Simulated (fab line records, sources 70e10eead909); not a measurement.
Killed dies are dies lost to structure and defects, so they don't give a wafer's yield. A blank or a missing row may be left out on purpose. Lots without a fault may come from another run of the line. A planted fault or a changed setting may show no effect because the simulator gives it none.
fab line records | flow nand_harc
record lots=6 wafers=18 last_day=23
route steps=1159 shown A_SOURCE_PLATE@414 A_ONON_D1@424 END@1159
lots that met no fault: from a run of the same line without faults
start_h: hours from the record's first day to the start of the lot's first wafer shown | wait_h: hours since the lot's step before | " the same as in the row above | L1.1+2: a row that stands for several wafers | - no value, or no start given | * or withheld: withheld | < > ~ a bound
route shown NAME@n: a module of which the file shows steps, and the number in the route of the first | usual: mean/standard deviation of fault-free wafers | same: alike in all rows | chamber/n: place in a boat | sites: the reading at each site | _std_site: their standard deviation | _edge_site: outer sites' mean less inner sites' | radius_mm: how far each site lies from the wafer's centre | mask NAME#n: copy n | behind: the tool/chamber that last shaped the wafer | hold: why the lot was held/for how many hours/how that ended | device: the transistor (n, p or np) that didn't switch | end of line: the same wafers' tests at the end of the route | a step without rows: its recipe alone | killed: dies lost to structure and defects at the first sort, not the wafer's yield | map: a wafer's dies, x killed, . not, _ none there
set.NAME: the setting as run; set.NAME@STEP: as run at that earlier step | model.NAME: the simulator's own value behind a step, which no gauge read
lots at some steps of the route; a table a step, a row a wafer
services: from which hour (start_h, from the record's first day; less than 0 if before it) a tool's chamber was out of use, for how many hours, and why
## steps
# step NHARC_A_SOURCE_PLATE_SRD_01
# step NHARC_A_SOURCE_PLATE_OXIDE_02
# recipe target_thk_a=100 temp_c=900 ox_time_s=1362 material=SiO2
# step NHARC_A_SOURCE_PLATE_THK_MEAS_09
# recipe thk_meas_gauge=ellipsometry
# usual thk_nm=9.8/1
# columns lot.wafer tool chamber start_h wait_h thk_nm
L935.2 film_metro-01 - 139.21 0.4 10.3
L935.5 " - " " 8.8
L935.6 " - " " 9.5
L936.2 film_metro-01 - 151.66 0.4 10.1
L936.3 " - " " 8.3
L936.6 " - " " 9.4
L944.2 film_metro-02 - 204.48 0.4 11.1
L944.4 " - " " 10.3
L944.5 " - " " 11.1
L949.1 film_metro-01 - 217.72 0.4 11.2
L949.3 " - " " 11.6
L949.6 " - " " 9.2
L951.1 film_metro-01 - 237.10 0.4 9.5
L951.2 " - " " 9.9
L951.6 " - " " 8.4
L952.1 film_metro-02 - 246.88 0.4 10.3
L952.3 " - " " 9.1
L952.4 " - " " 10.5
# step NHARC_A_SOURCE_PLATE_PVD_04
# recipe target_thk_a=500 material=WSi2
# step NHARC_A_SOURCE_PLATE_CVD_03
# recipe target_thk_a=2000 temp_c=620 pressure_mtorr=200 time_s=4000 material=poly-Si
# step NHARC_A_SOURCE_PLATE_ANNEAL_05
# recipe temp_c=850 time_s=1800
# step NHARC_A_SOURCE_PLATE_THK_MEAS_06
# recipe thk_meas_gauge=ellipsometry
# usual thk_nm=199.5/2
# columns lot.wafer tool chamber start_h wait_h thk_nm
L935.2 film_metro-01 - 152.70 0.4 198.4
L935.5 " - " " 197.5
L935.6 " - " " 198.1
L936.2 film_metro-01 - 164.83 0.4 203.0
L936.3 " - " " 201.1
L936.6 " - " " 203.0
L944.2 film_metro-01 - 218.15 0.4 200.0
L944.4 " - " " 198.3
L944.5 " - " " 196.4
L949.1 film_metro-01 - 233.05 0.4 199.5
L949.3 " - " " 197.3
L949.6 " - " " 196.6
L951.1 film_metro-02 - 251.58 0.4 198.1
L951.2 " - " " 196.8
L951.6 " - " " 196.0
L952.1 film_metro-02 - 259.80 0.4 195.9
L952.3 " - " " 198.0
L952.4 " - " " 200.5
# step NHARC_A_SOURCE_PLATE_INSPECT_08
# usual raw_defect_count=53/19
# columns lot.wafer tool chamber start_h wait_h raw_defect_count
L935.2 defect_inspect-02 - 152.76 0.0 83
L935.5 " - " " 25
L935.6 " - " " 36
L936.2 defect_inspect-01 - 164.90 0.0 48
L936.3 " - " " 39
L936.6 " - " " 56
L944.2 defect_inspect-01 - 218.23 0.0 110
L944.4 " - " " 33
L944.5 " - " " 79
L949.1 defect_inspect-01 - 233.12 0.0 54
L949.3 " - " " 68
L949.6 " - " " 52
L951.1 defect_inspect-01 - 251.65 0.0 39
L951.2 " - " " 23
L951.6 " - " " 30
L952.1 defect_inspect-02 - 259.86 0.0 36
L952.3 " - " " 54
L952.4 " - " " 60
# step NHARC_A_ONON_D1_DEP_00
# recipe target_thk_a=10000 n2_flow_sccm=2750 n2o_flow_sccm=2000 nh3_flow_sccm=500 sih4_flow_sccm=210 temp_c=400
# step NHARC_A_ONON_D1_THK_MEAS_02
# recipe thk_meas_gauge=ellipsometry
# usual thk_nm=997/8.2
# columns lot.wafer tool chamber start_h wait_h thk_nm
L935.2 film_metro-02 - 153.34 - 992
L935.5 " - " " 993
L935.6 " - " " 994
L936.2 film_metro-02 - 165.47 - 1008
L936.3 " - " " 1009
L936.6 " - " " 1008
L944.2 film_metro-01 - 218.81 - 986
L944.4 " - " " 986
L944.5 " - " " 986
L949.1 film_metro-01 - 233.69 - 999
L949.3 " - " " 999
L949.6 " - " " 998
L951.1 film_metro-01 - 252.23 - 992
L951.2 " - " " 990
L951.6 " - " " 991
L952.1 film_metro-01 - 260.45 - 1007
L952.3 " - " " 1008
L952.4 " - " " 1008
# step NHARC_A_ONON_D1_DEP_03
# recipe target_thk_a=10000 n2_flow_sccm=2750 n2o_flow_sccm=2000 nh3_flow_sccm=500 sih4_flow_sccm=210 temp_c=400
# usual n2o_flow_sccm=1999/6.2 susceptor_temp_C=400.01/0.22
# columns lot.wafer tool chamber start_h wait_h n2o_flow_sccm susceptor_temp_C
L935.2 pecvd_onon-02 0 153.45 0.1 2003 400.09
L935.5 " 0 " " 2003 400.01
L935.6 " 0 " " 2004 400.27
L936.2 pecvd_onon-01 0 165.59 0.1 1997 400.35
L936.3 " 0 " " 1986 400.06
L936.6 " 0 " " 1992 400.15
L944.2 pecvd_onon-02 0 218.93 0.1 1996 400.11
L944.4 " 0 " " 2004 400.28
L944.5 " 0 " " 2012 399.84
L949.1 pecvd_onon-02 0 233.74 0.1 2002 399.72
L949.3 " 0 " " 1999 399.65
L949.6 " 0 " " 2004 400.02
L951.1 pecvd_onon-03 0 252.28 0.1 2001 399.65
L951.2 " 0 " " 1994 399.77
L951.6 " 0 " " 1986 400.04
L952.1 pecvd_onon-03 0 260.50 0.1 2000 400.13
L952.3 " 0 " " 2004 400.21
L952.4 " 0 " " 1992 399.79
# step NHARC_A_ONON_D1_THK_MEAS_05
# recipe thk_meas_gauge=ellipsometry
# usual thk_nm=1000/7.8
# columns lot.wafer tool chamber start_h wait_h thk_nm
L935.2 film_metro-02 - 153.90 - 990
L935.5 " - " " 990
L935.6 " - " " 991
L936.2 film_metro-01 - 166.04 - 1009
L936.3 " - " " 1008
L936.6 " - " " 1009
L944.2 film_metro-02 - 219.38 - 1449
L944.4 " - " " 1447
L944.5 " - " " 1448
L949.1 film_metro-01 - 234.26 - 1423
L949.3 " - " " 1420
L949.6 " - " " 1422
L951.1 film_metro-01 - 252.80 - 989
L951.2 " - " " 990
L951.6 " - " " 990
L952.1 film_metro-01 - 261.02 - 991
L952.3 " - " " 991
L952.4 " - " " 992
# step NHARC_A_ONON_D1_DEP_06
# recipe target_thk_a=10000 n2_flow_sccm=2750 n2o_flow_sccm=2000 nh3_flow_sccm=500 sih4_flow_sccm=210 temp_c=400
# step NHARC_END_SORT_01
# recipe temp_c=25
# usual killed_at_array=25/9.2 killed_at_other=0.8/1.2 killed_at_periphery=3.9/2.6 killed_dies=30/9.7 killed_open=3.4/1.9 killed_short=2.0/1.4
# same gross_dies=677
# columns lot.wafer tool chamber start_h wait_h killed_at_array killed_at_other killed_at_periphery killed_dies killed_open killed_short
L944.2 prober-01 0 499.86 2.8 675 0 2 677 4 4
L944.4 prober-01 0 501.45 3.4 670 0 7 677 6 0
L944.5 prober-01 0 502.25 3.7 671 0 6 677 5 2
L949.1 prober-01 0 507.45 2.5 674 0 3 677 5 4
L949.3 prober-01 0 509.03 3.1 675 0 2 677 4 1
L949.6 prober-01 0 511.40 3.9 675 0 2 677 4 2
L952.3 prober-02 0 545.52 3.1 15 3 1 19 3 1
# killed by level:class
L944.2 A_ONON_D1:area_dep=654 A_CHANNEL_HOLE_D1:chamber_film_flake=9 A_CONTACT:geometric_particle:open=4 A_STAIRCASE:chamber_film_flake=2 A_SLIT:chamber_film_flake=2 A_ONON_D1:geometric_particle:short=1 A_CHANNEL_FILL_D1:geometric_particle:short=1 A_SGD_CUT:geometric_particle:short=1
L944.4 A_ONON_D1:area_dep=644 A_CHANNEL_HOLE_D1:chamber_film_flake=12 A_STAIRCASE:chamber_film_flake=5 A_CONTACT:chamber_film_flake=4 P_M0:chamber_film_flake=3 A_ZERO_WELL:chamber_film_flake=2 P_GATE:geometric_particle:open=1 P_CONTACT:geometric_particle:open=1
L944.5 A_ONON_D1:area_dep=642 A_CHANNEL_HOLE_D1:chamber_film_flake=15 P_M0:chamber_film_flake=4 A_CHANNEL_FILL_D1:geometric_particle:open=3 A_STAIRCASE:chamber_film_flake=3 A_CONTACT:chamber_film_flake=3 A_ZERO_WELL:chamber_film_flake=2 P_CONTACT:geometric_particle:open=1
L949.1 A_ONON_D1:area_dep=652 A_SLIT:chamber_film_flake=5 A_STAIRCASE:chamber_film_flake=4 A_CHANNEL_HOLE_D1:chamber_film_flake=3 A_WL_FILL:chamber_film_flake=3 P_M0:geometric_particle:open=2 A_WL_FILL:geometric_particle:short=2 A_CHANNEL_HOLE_D1:geometric_particle:open=1
L949.3 A_ONON_D1:area_dep=641 A_SLIT:chamber_film_flake=17 A_STAIRCASE:chamber_film_flake=6 A_CHANNEL_HOLE_D1:chamber_film_flake=4 P_M0:geometric_particle:open=2 A_WL_FILL:chamber_film_flake=2 A_CONTACT:chamber_film_flake=2 A_CHANNEL_HOLE_D1:geometric_particle:short=1
L949.6 A_ONON_D1:area_dep=646 A_SLIT:chamber_film_flake=8 A_STAIRCASE:chamber_film_flake=7 A_CHANNEL_HOLE_D1:chamber_film_flake=4 A_WL_FILL:chamber_film_flake=3 A_M0:geometric_particle:open=2 P_M2:geometric_particle:open=1 A_SGD_CUT:geometric_particle:short=1
L952.3 A_CHANNEL_HOLE_D1:chamber_film_flake=9 A_CONTACT:chamber_film_flake=4 THIN_TSV:chamber_film_flake=2 P_M0:geometric_particle:open=1 A_CONTACT:geometric_particle:open=1 A_BLC:geometric_particle:open=1 STARTING-WAFER:geometric_particle:short=1
# map L944.2 (x killed, . not)
____________x____________
_________xxxxxxx_________
_______xxxxxxxxxxx_______
______xxxxxxxxxxxxx______
_____xxxxxxxxxxxxxxx_____
____xxxxxxxxxxxxxxxxx____
____xxxxxxxxxxxxxxxxx____
___xxxxxxxxxxxxxxxxxxx___
___xxxxxxxxxxxxxxxxxxx___
__xxxxxxxxxxxxxxxxxxxxx__
__xxxxxxxxxxxxxxxxxxxxx__
_xxxxxxxxxxxxxxxxxxxxxxx_
_xxxxxxxxxxxxxxxxxxxxxxx_
_xxxxxxxxxxxxxxxxxxxxxxx_
_xxxxxxxxxxxxxxxxxxxxxxx_
_xxxxxxxxxxxxxxxxxxxxxxx_
xxxxxxxxxxxxxxxxxxxxxxxxx
xxxxxxxxxxxxxxxxxxxxxxxxx
xxxxxxxxxxxxxxxxxxxxxxxxx
xxxxxxxxxxxxxxxxxxxxxxxxx
xxxxxxxxxxxxxxxxxxxxxxxxx
_xxxxxxxxxxxxxxxxxxxxxxx_
_xxxxxxxxxxxxxxxxxxxxxxx_
_xxxxxxxxxxxxxxxxxxxxxxx_
_xxxxxxxxxxxxxxxxxxxxxxx_
_xxxxxxxxxxxxxxxxxxxxxxx_
__xxxxxxxxxxxxxxxxxxxxx__
__xxxxxxxxxxxxxxxxxxxxx__
___xxxxxxxxxxxxxxxxxxx___
___xxxxxxxxxxxxxxxxxxx___
____xxxxxxxxxxxxxxxxx____
____xxxxxxxxxxxxxxxxx____
_____xxxxxxxxxxxxxxx_____
______xxxxxxxxxxxxx______
_______xxxxxxxxxxx_______
_________xxxxxxx_________
____________x____________
# map L949.1 (x killed, . not)
____________x____________
_________xxxxxxx_________
_______xxxxxxxxxxx_______
______xxxxxxxxxxxxx______
_____xxxxxxxxxxxxxxx_____
____xxxxxxxxxxxxxxxxx____
____xxxxxxxxxxxxxxxxx____
___xxxxxxxxxxxxxxxxxxx___
___xxxxxxxxxxxxxxxxxxx___
__xxxxxxxxxxxxxxxxxxxxx__
__xxxxxxxxxxxxxxxxxxxxx__
_xxxxxxxxxxxxxxxxxxxxxxx_
_xxxxxxxxxxxxxxxxxxxxxxx_
_xxxxxxxxxxxxxxxxxxxxxxx_
_xxxxxxxxxxxxxxxxxxxxxxx_
_xxxxxxxxxxxxxxxxxxxxxxx_
xxxxxxxxxxxxxxxxxxxxxxxxx
xxxxxxxxxxxxxxxxxxxxxxxxx
xxxxxxxxxxxxxxxxxxxxxxxxx
xxxxxxxxxxxxxxxxxxxxxxxxx
xxxxxxxxxxxxxxxxxxxxxxxxx
_xxxxxxxxxxxxxxxxxxxxxxx_
_xxxxxxxxxxxxxxxxxxxxxxx_
_xxxxxxxxxxxxxxxxxxxxxxx_
_xxxxxxxxxxxxxxxxxxxxxxx_
_xxxxxxxxxxxxxxxxxxxxxxx_
__xxxxxxxxxxxxxxxxxxxxx__
__xxxxxxxxxxxxxxxxxxxxx__
___xxxxxxxxxxxxxxxxxxx___
___xxxxxxxxxxxxxxxxxxx___
____xxxxxxxxxxxxxxxxx____
____xxxxxxxxxxxxxxxxx____
_____xxxxxxxxxxxxxxx_____
______xxxxxxxxxxxxx______
_______xxxxxxxxxxx_______
_________xxxxxxx_________
____________x____________
## services
# columns tool chamber start_h hours kind
pecvd_onon-03 - 153.00 13.0 pm
pecvd_onon-01 - 195.00 13.0 pm
## key
first_sign step=NHARC_A_ONON_D1_THK_MEAS_05 reading=thk_nm direction=up sigmas=56 usual=1000 struck=1435
effect step=NHARC_END_SORT_01 reading=killed_at_array direction=up sigmas=70 usual=25 struck=673
more_kills_born_at NHARC_A_ONON_D1_DEP_03@pecvd_onon-02=3879
met_at NHARC_A_ONON_D1_DEP_03
struck_wafers L944.2,L944.4,L944.5,L949.1,L949.3,L949.6
later_rows_left_out L944.2,L944.4,L944.5,L949.1,L949.3,L949.6
tester_left_out L944,L949
onset_between 153.45 218.93
fault kind=process_parameter_drift tool=pecvd_onon-02 chamber=- onset_h=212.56 steps=NHARC_A_ONON_D1_DEP_03 channel=target_thk_a offset=* shape=step end_h=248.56 acts_in=* stated=*
# tester_left_out: of these lots the tester's yield and bins aren't shown, on N5 and GAA mostly nor the transistor test; their killed dies are dies lost to structure and defects alone, not to doping, threshold or leakage, so they don't give the yield
# later_rows_left_out: the simulator's readings of these wafers behind a module that went badly wrong aren't trusted and aren't shown, but for the sort
